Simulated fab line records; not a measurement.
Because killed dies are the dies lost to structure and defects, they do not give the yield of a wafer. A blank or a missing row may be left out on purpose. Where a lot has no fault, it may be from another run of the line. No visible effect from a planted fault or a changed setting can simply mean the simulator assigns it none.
Which tool is to blame? ; flow n5 finfet ; 24 lots with 72 wafers sampled at 6 steps, on a route of 1938 steps

## WHAT EACH GAUGE READ, for each wafer
The record lacks any reading of a measuring or inspecting step that a usual standard deviation could be used to judge.

## WHAT TOOL EACH LOT RAN ON (gives the tool, then ch and the chambers of the sampled wafers, and finally the start)
lot;N5_BEOL_M3_SPUTTER_79;N5_BEOL_M3_ANNEAL_80;N5_BEOL_M3_SPUTTER_81;N5_BEOL_M3_ANNEAL_82;N5_BEOL_M3_SPUTTER_88;N5_BEOL_M3_PRE_CLEAN_60
L074;pvd sputter-02, day 7 00:23;pvd sputter-02, day 7 00:28;pvd sputter-02, day 7 00:37;pvd sputter-02, day 7 00:41;pvd sputter-02, day 7 01:03;cvd co-02 ch 0,2, day 7 03:36
L076;pvd sputter-03, day 7 08:59;pvd sputter-03, day 7 09:04;pvd sputter-03, day 7 09:12;pvd sputter-03, day 7 09:17;pvd sputter-03, day 7 09:38;cvd co-02 ch 0,2, day 7 11:20
L075;pvd sputter-01, day 7 15:45;pvd sputter-01, day 7 15:55;pvd sputter-01, day 7 16:11;pvd sputter-01, day 7 16:21;pvd sputter-01, day 7 17:04;cvd co-02 ch 0,1,2, day 7 21:25
L077;pvd sputter-03, day 8 01:10;pvd sputter-03, day 8 01:14;pvd sputter-03, day 8 01:23;pvd sputter-03, day 8 01:28;pvd sputter-03, day 8 01:49;cvd co-02 ch 0,1,2, day 8 03:33
L078;pvd sputter-03, day 8 20:40;pvd sputter-03, day 8 20:44;pvd sputter-03, day 8 20:53;pvd sputter-03, day 8 20:58;pvd sputter-03, day 8 21:19;cvd co-01 ch 0,2, day 8 23:01
L079;pvd sputter-02, day 8 21:03;pvd sputter-02, day 8 21:08;pvd sputter-02, day 8 21:16;pvd sputter-02, day 8 21:21;pvd sputter-02, day 8 21:43;cvd co-02 ch 0,1,2, day 8 23:25
L080;pvd sputter-02, day 9 03:21;pvd sputter-02, day 9 03:26;pvd sputter-02, day 9 03:34;pvd sputter-02, day 9 03:39;pvd sputter-02, day 9 04:01;cvd co-02 ch 0,1,2, day 9 05:43
L083;pvd sputter-01, day 9 13:46;pvd sputter-01, day 9 13:56;pvd sputter-01, day 9 14:13;pvd sputter-01, day 9 14:22;pvd sputter-01, day 9 15:05;cvd co-02 ch 1,2, day 9 17:46
L081;pvd sputter-02, day 9 20:27;pvd sputter-02, day 9 20:32;pvd sputter-02, day 9 20:40;pvd sputter-02, day 9 20:45;pvd sputter-02, day 9 21:07;cvd co-02 ch 0,1, day 9 22:50
L082;pvd sputter-02, day 9 22:17;pvd sputter-02, day 9 22:22;pvd sputter-02, day 9 22:31;pvd sputter-02, day 9 22:35;pvd sputter-02, day 9 22:57;cvd co-02 ch 0,1,2, day 10 00:40
L084;pvd sputter-02, day 10 09:10;pvd sputter-02, day 10 09:15;pvd sputter-02, day 10 09:23;pvd sputter-02, day 10 09:28;pvd sputter-02, day 10 09:50;cvd co-01 ch 0,2, day 10 11:32
L085;pvd sputter-03, day 10 11:31;pvd sputter-03, day 10 11:35;pvd sputter-03, day 10 11:44;pvd sputter-03, day 10 11:49;pvd sputter-03, day 10 12:10;cvd co-02 ch 0,1,2, day 10 13:55
L086;pvd sputter-03, day 10 21:10;pvd sputter-03, day 10 21:15;pvd sputter-03, day 10 21:23;pvd sputter-03, day 10 21:28;pvd sputter-03, day 10 21:50;cvd co-02 ch 0,1,2, day 10 23:40
L089;pvd sputter-03, day 11 07:29;pvd sputter-03, day 11 07:34;pvd sputter-03, day 11 07:42;pvd sputter-03, day 11 07:47;pvd sputter-03, day 11 08:08;cvd co-02 ch 0,1, day 11 10:20
L087;pvd sputter-02, day 11 09:19;pvd sputter-02, day 11 09:24;pvd sputter-02, day 11 09:32;pvd sputter-02, day 11 09:37;pvd sputter-02, day 11 09:59;cvd co-02 ch 0,1,2, day 11 11:59
L088;pvd sputter-03, day 11 15:25;pvd sputter-03, day 11 15:29;pvd sputter-03, day 11 15:38;pvd sputter-03, day 11 15:43;pvd sputter-03, day 11 16:04;cvd co-01 ch 0,1,2, day 11 18:15
L090;pvd sputter-02, day 11 19:10;pvd sputter-02, day 11 19:14;pvd sputter-02, day 11 19:23;pvd sputter-02, day 11 19:28;pvd sputter-02, day 11 19:49;cvd co-02 ch 0,2, day 11 21:32
L092;pvd sputter-01, day 11 22:20;pvd sputter-01, day 11 22:25;pvd sputter-01, day 11 22:34;pvd sputter-01, day 11 22:38;pvd sputter-01, day 11 23:00;cvd co-01 ch 0,1,2, day 12 00:42
L091;pvd sputter-03, day 11 22:40;pvd sputter-03, day 11 22:44;pvd sputter-03, day 11 22:53;pvd sputter-03, day 11 22:58;pvd sputter-03, day 11 23:19;cvd co-02 ch 1,2, day 12 01:09
L093;pvd sputter-03, day 12 05:07;pvd sputter-03, day 12 05:12;pvd sputter-03, day 12 05:20;pvd sputter-03, day 12 05:25;pvd sputter-03, day 12 05:47;cvd co-01 ch 0,1, day 12 07:29
L094;pvd sputter-02, day 12 14:19;pvd sputter-02, day 12 14:23;pvd sputter-02, day 12 14:32;pvd sputter-02, day 12 14:37;pvd sputter-02, day 12 14:58;cvd co-01 ch 0,1,2, day 12 16:40
L095;pvd sputter-03, day 12 22:41;pvd sputter-03, day 12 22:46;pvd sputter-03, day 12 22:55;pvd sputter-03, day 12 22:59;pvd sputter-03, day 12 23:21;cvd co-02 ch 0,1,2, day 13 01:03
L097;pvd sputter-01, day 13 16:42;pvd sputter-01, day 13 16:47;pvd sputter-01, day 13 16:55;pvd sputter-01, day 13 17:00;pvd sputter-01, day 13 17:22;cvd co-01 ch 0,1, day 13 19:04
L096;pvd sputter-03, day 13 20:46;pvd sputter-03, day 13 20:51;pvd sputter-03, day 13 20:59;pvd sputter-03, day 13 21:04;pvd sputter-03, day 13 21:26;cvd co-01 ch 0,1,2, day 13 23:10
- N5_BEOL_M3_SPUTTER_79: material Cu, target thk 4.5 nm, time 8.29 s.
- N5_BEOL_M3_ANNEAL_80: time 240 s.
- N5_BEOL_M3_SPUTTER_81: material Cu, target thk 4.5 nm, time 8.29 s.
- N5_BEOL_M3_ANNEAL_82: time 240 s.
- N5_BEOL_M3_SPUTTER_88: material Cu, target thk 4.5 nm, time 8.29 s.
- N5_BEOL_M3_PRE_CLEAN_60: time 15 s.

## WHAT THE TOOLS THEMSELVES READ (means of the sampled wafers that have a number; where no wafer has one, the mark that the record gives instead)
N5_BEOL_M3_SPUTTER_79. Usual: susceptor temp C -19.99 C, standard deviation 0.11; throttle valve pct 30.4 %, standard deviation 1.2.
lot;tool;susceptor temp C (C);throttle valve pct (%);flag
L074;pvd sputter-02;-20.04;31.2;
L076;pvd sputter-03;-19.92;29.5;
L075;pvd sputter-01;-20.02;30.3;
L077;pvd sputter-03;-19.93;29.7;
L078;pvd sputter-03;-20.01;29.4;
L079;pvd sputter-02;-20.03;30.9;
L080;pvd sputter-02;-20.07;31.6;
L083;pvd sputter-01;-19.97;31.1;
L081;pvd sputter-02;-19.95;31.4;
L082;pvd sputter-02;-19.85;31.5;
L084;pvd sputter-02;-20.01;30.7;
L085;pvd sputter-03;-20.00;30.7;
L086;pvd sputter-03;-20.01;29.7;
L089;pvd sputter-03;-20.03;29.5;
L087;pvd sputter-02;-20.03;30.4;
L088;pvd sputter-03;-19.96;30.8;
L090;pvd sputter-02;-19.93;30.7;
L092;pvd sputter-01;-20.08;30.1;
L091;pvd sputter-03;-19.85;30.6;
L093;pvd sputter-03;-19.93;31.7;
L094;pvd sputter-02;-20.16;30.8;
L095;pvd sputter-03;-19.96;30.3;
L097;pvd sputter-01;-20.00;30.9;
L096;pvd sputter-03;-19.79;29.5;

N5_BEOL_M3_ANNEAL_80. Usual: heater power w 819 W, standard deviation 84; susceptor temp C 400.01 C, standard deviation 0.21.
lot;tool;heater power w (W);susceptor temp C (C);flag
L074;pvd sputter-02;867;400.04;
L076;pvd sputter-03;871;400.06;
L075;pvd sputter-01;761;399.84;
L077;pvd sputter-03;833;400.13;
L078;pvd sputter-03;864;400.19;
L079;pvd sputter-02;862;400.15;
L080;pvd sputter-02;874;400.01;
L083;pvd sputter-01;854;400.20;
L081;pvd sputter-02;879;399.93;
L082;pvd sputter-02;867;400.04;
L084;pvd sputter-02;781;400.00;
L085;pvd sputter-03;830;400.09;
L086;pvd sputter-03;825;399.88;
L089;pvd sputter-03;855;400.13;
L087;pvd sputter-02;778;400.06;
L088;pvd sputter-03;823;399.89;
L090;pvd sputter-02;782;399.82;
L092;pvd sputter-01;846;400.25;
L091;pvd sputter-03;817;400.04;
L093;pvd sputter-03;790;399.83;
L094;pvd sputter-02;781;399.88;
L095;pvd sputter-03;838;399.93;
L097;pvd sputter-01;780;400.14;
L096;pvd sputter-03;862;399.96;

N5_BEOL_M3_SPUTTER_81. Usual: susceptor temp C -20.01 C, standard deviation 0.086; throttle valve pct 30.4 %, standard deviation 1.2.
lot;tool;susceptor temp C (C);throttle valve pct (%);flag
L074;pvd sputter-02;-20.06;31.0;
L076;pvd sputter-03;-20.03;29.6;
L075;pvd sputter-01;-19.96;30.3;
L077;pvd sputter-03;-20.05;29.4;
L078;pvd sputter-03;-20.00;29.6;
L079;pvd sputter-02;-20.01;31.1;
L080;pvd sputter-02;-20.06;31.4;
L083;pvd sputter-01;-19.86;31.0;
L081;pvd sputter-02;-19.87;31.6;
L082;pvd sputter-02;-20.02;31.3;
L084;pvd sputter-02;-20.01;30.7;
L085;pvd sputter-03;-20.05;30.5;
L086;pvd sputter-03;-19.97;29.6;
L089;pvd sputter-03;-20.00;29.4;
L087;pvd sputter-02;-19.99;30.4;
L088;pvd sputter-03;-20.03;30.7;
L090;pvd sputter-02;-19.98;30.7;
L092;pvd sputter-01;-20.01;30.1;
L091;pvd sputter-03;-19.96;30.6;
L093;pvd sputter-03;-20.10;31.6;
L094;pvd sputter-02;-19.98;30.8;
L095;pvd sputter-03;-20.03;30.5;
L097;pvd sputter-01;-20.09;31.1;
L096;pvd sputter-03;-20.08;29.4;

N5_BEOL_M3_ANNEAL_82. Usual: heater power w 816 W, standard deviation 83; susceptor temp C 399.97 C, standard deviation 0.2.
lot;tool;heater power w (W);susceptor temp C (C);flag
L074;pvd sputter-02;851;400.15;
L076;pvd sputter-03;866;399.79;
L075;pvd sputter-01;774;399.70;
L077;pvd sputter-03;830;399.92;
L078;pvd sputter-03;850;399.92;
L079;pvd sputter-02;852;399.93;
L080;pvd sputter-02;849;399.94;
L083;pvd sputter-01;834;399.79;
L081;pvd sputter-02;867;399.64;
L082;pvd sputter-02;867;399.97;
L084;pvd sputter-02;769;399.96;
L085;pvd sputter-03;829;399.98;
L086;pvd sputter-03;824;400.07;
L089;pvd sputter-03;867;399.76;
L087;pvd sputter-02;763;399.98;
L088;pvd sputter-03;821;399.97;
L090;pvd sputter-02;772;399.86;
L092;pvd sputter-01;832;399.80;
L091;pvd sputter-03;818;399.90;
L093;pvd sputter-03;802;400.02;
L094;pvd sputter-02;783;400.01;
L095;pvd sputter-03;839;399.99;
L097;pvd sputter-01;776;399.97;
L096;pvd sputter-03;863;400.11;

N5_BEOL_M3_SPUTTER_88. Usual: susceptor temp C -20.02 C, standard deviation 0.1; throttle valve pct 30.4 %, standard deviation 1.2.
lot;tool;susceptor temp C (C);throttle valve pct (%);flag
L074;pvd sputter-02;-20.01;31.0;
L076;pvd sputter-03;-20.07;29.6;
L075;pvd sputter-01;-20.00;30.3;
L077;pvd sputter-03;-20.04;29.8;
L078;pvd sputter-03;-19.97;29.5;
L079;pvd sputter-02;-20.13;31.0;
L080;pvd sputter-02;-19.96;31.7;
L083;pvd sputter-01;-20.06;31.1;
L081;pvd sputter-02;-19.93;31.6;
L082;pvd sputter-02;-20.12;31.5;
L084;pvd sputter-02;-20.03;30.7;
L085;pvd sputter-03;-19.91;30.7;
L086;pvd sputter-03;-19.97;29.6;
L089;pvd sputter-03;-19.94;29.5;
L087;pvd sputter-02;-20.01;30.4;
L088;pvd sputter-03;-19.98;30.7;
L090;pvd sputter-02;-19.98;30.8;
L092;pvd sputter-01;-20.06;30.1;
L091;pvd sputter-03;-20.03;30.7;
L093;pvd sputter-03;-20.10;31.6;
L094;pvd sputter-02;-20.02;30.8;
L095;pvd sputter-03;-19.98;30.5;
L097;pvd sputter-01;-20.10;31.1;
L096;pvd sputter-03;-19.98;29.2;

N5_BEOL_M3_PRE_CLEAN_60. Usual: heater power outer w 19 W, standard deviation 11; heater power w 86 W, standard deviation 14.
lot;tool;heater power outer w (W);heater power w (W);flag
L074;cvd co-02;20;91;
L076;cvd co-02;20;91;
L075;cvd co-02;17;86;
L077;cvd co-02;18;83;
L078;cvd co-01;24;91;
L079;cvd co-02;17;84;
L080;cvd co-02;18;84;
L083;cvd co-02;15;77;
L081;cvd co-02;14;78;
L082;cvd co-02;18;83;
L084;cvd co-01;34;105;
L085;cvd co-02;18;84;
L086;cvd co-02;18;83;
L089;cvd co-02;14;79;
L087;cvd co-02;18;85;
L088;cvd co-01;20;90;
L090;cvd co-02;21;92;
L092;cvd co-01;20;91;
L091;cvd co-02;18;84;
L093;cvd co-01;30;104;
L094;cvd co-01;20;90;
L095;cvd co-02;18;84;
L097;cvd co-01;30;105;
L096;cvd co-01;21;91;

## THE ANSWER, worked out from the rows above alone
Rule: a lot is off if the mean of its wafers that have a number lies more than 3 standard deviations from the usual mean. A lot without any number at a reading at which 4 lots or more have one is off too. All remaining lots with rows at the step are treated as sound. Order of review: gauges by route order, followed by the tools' own readings, for which a lot's mean as printed above is used. The first step at which some lot is off is used, and at that step the reading that is off furthest; a lot without a number counts as furthest.
Nothing can be told from this: no lot is off at any reading shown.

## WHAT THE SIMULATOR HAD INSERTED
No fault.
